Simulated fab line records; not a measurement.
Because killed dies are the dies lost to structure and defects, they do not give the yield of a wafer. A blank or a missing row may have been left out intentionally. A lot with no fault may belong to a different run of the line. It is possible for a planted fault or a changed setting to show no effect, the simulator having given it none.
A struck lot beside a sound one	flow nand_harc	41 out of 1302 route steps
Sound: the wafers L742.1, L742.2, L742.6. Wafers struck: L737.2, L737.5, L737.6. The cause comes at the end.
Per side, at each step with rows, come the tool, then ch with its chambers, and then its first start. Under that, the readings that differ: sound wafers	struck wafers	difference of the means	sigmas: that difference in standard deviations of wafers without a fault.
alike: a reading whose means differ by less than 2 such deviations, as well as words and numbers matching on both sides. not compared: withheld readings; readings where some wafer has no value; bounds like >300 that might hide an equal value; numbers whose values overlap and for which the record gives no deviation.
A row with sigmas, a row that says differs or no value, or rows on one side alone: a step with any of these is where the two part. Numbers that have no deviation but don't overlap get no sigmas and don't part them. Lack of a reading on every wafer of one side parts them only where that side has two or more wafers.

first, 3 steps without rows for these wafers: NHARC_A_CHANNEL_HOLE_D2_STRIP_41 (strips in N2/H2); NHARC_A_CHANNEL_HOLE_D2_STRIP_42 (strips in CF4/CHF3); NHARC_A_CHANNEL_HOLE_D2_STRIP_43 (strips in O2/COS).
NHARC_A_CHANNEL_HOLE_D2_ETCH_44: etches the open film in CF4/O2, target depth 140 nm, overetch 14 nm, time 77 s.
  sound on rie_diel-07 ch 1,2,3, day 21 09:24; struck on rie_diel-07 ch 0,1,3, day 19 20:27
  alike: drypump_motor_current_A, mfc_ar_sccm, oes_o_777_au, oes_product_au, rf_vpp_V, showerhead_plenum_p_Torr, throttle_valve_pct
  not compared: rf_hours_counter_h
then, 3 steps without rows for these wafers: NHARC_A_CHANNEL_HOLE_D2_STRIP_28 (strips in O2); NHARC_A_CHANNEL_HOLE_D2_PRECLEAN_29 (cleans in SC1); NHARC_A_CHANNEL_HOLE_D2_SRD_30.
NHARC_A_CHANNEL_HOLE_D2_CD_MEAS_31:
  struck on cd_sem-02, day 19 21:16; sound on cd_sem-02, day 21 10:12
  alike: cd_nm
following that, these wafers have no rows for 1 step: NHARC_A_CHANNEL_HOLE_D2_XSEM_32.
NHARC_A_CHANNEL_HOLE_D2_INSPECT_40:
  struck on defect_inspect-02, day 19 21:27; sound on defect_inspect-01, day 21 10:23
  alike: raw_defect_count
then, 2 steps without rows for these wafers: NHARC_A_CHANNEL_FILL_D2_PRECLEAN_00 (cleans in SC1); NHARC_A_CHANNEL_FILL_D2_SRD_01.
NHARC_A_CHANNEL_FILL_D2_ALD_02: deposits SiO2, target thk 6 nm, pulse time 10 s, ald cycles 60.
  sound on ald_hk-01 ch 0,3, day 21 10:35; struck on ald_hk-02 ch 0,1,2, day 19 21:47
  no value came back on the struck wafers for ald_cycles, heater_power_outer_w (W), heater_power_w (W), precursor_pulse_height_rel; on the sound wafers ald_cycles reads 60 60 60
NHARC_A_CHANNEL_FILL_D2_ALD_03: deposits SiNx, target thk 6 nm, pulse time 60 s, ald cycles 58.
  sound on ald_sin_batch-03 ch 0; struck on ald_sin_batch-01 ch 0
  alike: chamber_pressure_Torr, precursor_pulse_height_rel
then, 12 steps without rows for these wafers: NHARC_A_CHANNEL_FILL_D2_ALD_14 (deposits SiO2, target thk 2.5 nm, pulse time 10 s, ald cycles 25); NHARC_A_CHANNEL_FILL_D2_ALD_15 (deposits SiNx, target thk 2 nm, pulse time 60 s, ald cycles 19); NHARC_A_CHANNEL_FILL_D2_ALD_16 (deposits SiO2, target thk 1.5 nm, pulse time 10 s, ald cycles 15); NHARC_A_CHANNEL_FILL_D2_ANNEAL_17 (time 1800 s); NHARC_A_CHANNEL_FILL_D2_CVD_18 (deposits poly-Si, target thk 3 nm); NHARC_A_CHANNEL_FILL_D2_ETCHBACK_19 (etches the open film in HBr/Cl2, target depth 5 nm, time 1.7 s); NHARC_A_CHANNEL_FILL_D2_ETCHBACK_20 (etches the open film in C4F8/O2/Ar, target depth 27 nm, time 13.5 s); NHARC_A_CHANNEL_FILL_D2_STRIP_28 (strips in O2, time 20 s); NHARC_A_CHANNEL_FILL_D2_PRECLEAN_21 (cleans in dHF, time 30 s); NHARC_A_CHANNEL_FILL_D2_SRD_23; NHARC_A_CHANNEL_FILL_D2_CVD_05 (deposits poly-Si, target thk 5 nm); NHARC_A_CHANNEL_FILL_D2_ANNEAL_22 (time 7200 s).
NHARC_A_CHANNEL_FILL_D2_ALD_25: deposits SiOx, target thk 60 nm, pulse time 10 s, ald cycles 600.
  sound on ald_hk-02 ch 0,1,3, day 22 23:52; struck on ald_hk-02 ch 2,3, day 21 11:46
  alike: heater_power_outer_w, heater_power_w, precursor_pulse_height_rel
then, 5 steps without rows for these wafers: NHARC_A_CHANNEL_FILL_D2_ETCHBACK_08 (etches the open film in C4F8, target depth 220 nm, time 110 s); NHARC_A_CHANNEL_FILL_D2_STRIP_29 (strips in O2, time 20 s); NHARC_A_CHANNEL_FILL_D2_PRECLEAN_30 (cleans in dHF, time 30 s); NHARC_A_CHANNEL_FILL_D2_SRD_31; NHARC_A_CHANNEL_FILL_D2_CVD_09 (deposits poly-Si, target thk 150 nm, time 3000 s).
NHARC_A_CHANNEL_FILL_D2_CMP_10: polishes, target thk 150 nm.
  sound on cmp-01 ch 1,2,3, day 23 11:15; struck on cmp-01 ch 1,2,3, day 21 23:19
  alike: motor_current_A, slurry_flow_ml_min, time_to_endpoint_s
then, 2 steps without rows for these wafers: NHARC_A_CHANNEL_FILL_D2_SRD_12; NHARC_A_CHANNEL_FILL_D2_RTA_24 (time 5 s).
NHARC_A_CHANNEL_FILL_D2_INSPECT_13:
  struck on defect_inspect-02, day 21 23:53; sound on defect_inspect-01, day 23 11:50
  alike: raw_defect_count
NHARC_A_STAIRCASE_DEP_156: deposits SiNx, target thk 50 nm.
  sound on pecvd-03 ch 0,1, day 23 11:55; struck on pecvd-04 ch 0,2, day 22 00:00
reading	sound	struck	difference	sigmas
heater_power_w (W)	528 795 554	962 993 806	+295	+3
then, 2 steps without rows for these wafers: NHARC_A_STAIRCASE_DEHYDRATE_158 (time 120 s); NHARC_A_STAIRCASE_HMDS_159 (time 30 s).
-- record jumps: 9 days between struck wafers' starts before vs after; left off in module A_STAIRCASE, resumes in module END, first step shown is number 1301 of the route --
NHARC_END_WLT_00:
  struck on prober-02, day 30 14:17; sound on prober-01, day 32 16:23
reading	sound	struck	difference	sigmas
VT_DECK1_BOTTOM	0.871 0.873 0.862	5.952 5.984 5.979	+5.103	+99 or more
VT_DECK1_BOTTOM_INNER	0.887 0.870 0.872	5.985 6.061 6.048	+5.155	+99 or more
VT_DECK1_MEDIAN_NEAR_BOTTOM	0.881 0.864 0.883	5.991 6.020 6.042	+5.142	+99 or more
VT_DECK1_MEDIAN_NEAR_BOTTOM_INNER	0.880 0.873 0.872	6.032 6.006 6.019	+5.144	+99 or more
VT_DECK1_MIDDLE	0.888 0.886 0.890	6.032 5.988 5.994	+5.117	+99 or more
VT_DECK1_MIDDLE_INNER	0.889 0.885 0.878	5.982 5.951 6.015	+5.099	+99 or more
VT_DECK1_TOP	0.901 0.895 0.900	5.963 5.985 6.018	+5.090	+99 or more
VT_DECK1_TOP_INNER	0.898 0.903 0.891	6.007 6.012 5.989	+5.105	+99 or more
VT_DECK2_BOTTOM	0.866 0.874 0.879	5.972 5.997 5.988	+5.113	+99 or more
VT_DECK2_BOTTOM_INNER	0.870 0.868 0.882	6.065 5.987 6.005	+5.146	+99 or more
VT_DECK2_MEDIAN_NEAR_BOTTOM	0.885 0.862 0.873	5.973 5.962 6.052	+5.122	+99 or more
VT_DECK2_MEDIAN_NEAR_BOTTOM_INNER	0.880 0.869 0.872	6.032 6.012 6.020	+5.148	+99 or more
VT_DECK2_MIDDLE	0.884 0.879 0.897	6.003 5.959 6.009	+5.104	+99 or more
VT_DECK2_MIDDLE_INNER	0.885 0.881 0.889	5.975 5.956 6.053	+5.110	+99 or more
VT_DECK2_TOP	0.905 0.901 0.897	5.997 5.978 5.971	+5.081	+99 or more
VT_DECK2_TOP_INNER	0.899 0.904 0.896	6.026 6.010 6.038	+5.125	+99 or more
  not compared: hold
NHARC_END_SORT_01:
  the record has rows for the sound wafers here (prober-01 ch 0, day 32 19:23) and none for the struck ones

WHERE THEY PART
First at NHARC_A_CHANNEL_FILL_D2_ALD_02; last, within this record, at NHARC_END_SORT_01.

WHY: what had been put in by the simulator
Step skipped in full: ald_hk-02, at NHARC_A_CHANNEL_FILL_D2_ALD_02, from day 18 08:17 onward. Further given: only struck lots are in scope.
